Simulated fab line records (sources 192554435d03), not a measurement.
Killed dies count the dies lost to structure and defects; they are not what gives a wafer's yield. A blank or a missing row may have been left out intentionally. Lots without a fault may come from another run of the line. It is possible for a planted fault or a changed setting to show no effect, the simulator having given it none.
Chamber matching	flow n5 finfet	N5_BEOL_M2_ETCH_74 on rie diel-06 has 3 sister chambers
The step etches underlayer in N2/H2, target depth 6.5 nm, time 5.2 s. 16 wafers are shown with their chamber, then 5 later ones without.

== EACH WAFER AND ITS CHAMBER ==
wafer	chamber	drypump motor current A (A)	showerhead plenum p Torr (Torr)	oes product au (a.u.)
L086.2	3	4.9	2.50	0.58
L086.4	1	5.8	2.44	0.64
L086.6	2	5.5	2.57	0.68
L084.1	2	5.5	2.57	0.68
L084.2	1	5.8	2.44	0.64
L084.4	2	5.5	2.57	0.67
L087.3	2	5.5	2.56	0.67
L087.4	3	4.9	2.50	0.88
L087.6	2	5.6	2.56	0.68
L088.4	3	4.9	2.50	0.85
L088.5	3	4.9	2.50	0.85
L088.6	2	5.5	2.56	0.67
L091.2	3	4.9	2.49	0.84
L091.4	2	5.6	2.56	0.66
L091.5	3	4.9	2.49	0.83
L090.2	2	5.5	2.56	0.67

SIGNATURES (averages over the wafers above)
reading	chamber 1	chamber 2	chamber 3	scatter within a chamber
drypump motor current A	5.800	5.525	4.900	0.034
showerhead plenum p Torr	2.4400	2.5637	2.4967	0.00497
oes product au	0.6400	0.6725	0.8050	0.0693
Rule: a wafer's distance from a chamber is the root of the sum, over the readings, of the square of ((its reading less the chamber's mean) divided by the reading's scatter). The wafer belongs to the nearest chamber; if the next one is less than 2 further off, it can't be placed. How the scatter is found: for the shown wafers, subtract from each reading the mean of its chamber, square and add these, divide the total by (wafers less chambers), then take the root.

== WAFERS MISSING THEIR CHAMBER ==
wafer	drypump motor current A (A)	showerhead plenum p Torr (Torr)	oes product au (a.u.)
L090.6	5.8	2.43	0.63
L092.2	4.9	2.49	0.83
L092.4	5.5	2.56	0.66
L094.1	5.8	2.42	0.62
L094.2	4.9	2.49	0.81

== THE CHAMBER EACH PASSED THROUGH ==
wafer	from the rows above	in truth
L090.6	1	1
L092.2	3	3
L092.4	2	2
L094.1	1	1
L094.2	3	3
5 of 5 placed correctly. Not placeable from these rows: 0. 0 placed wrongly.
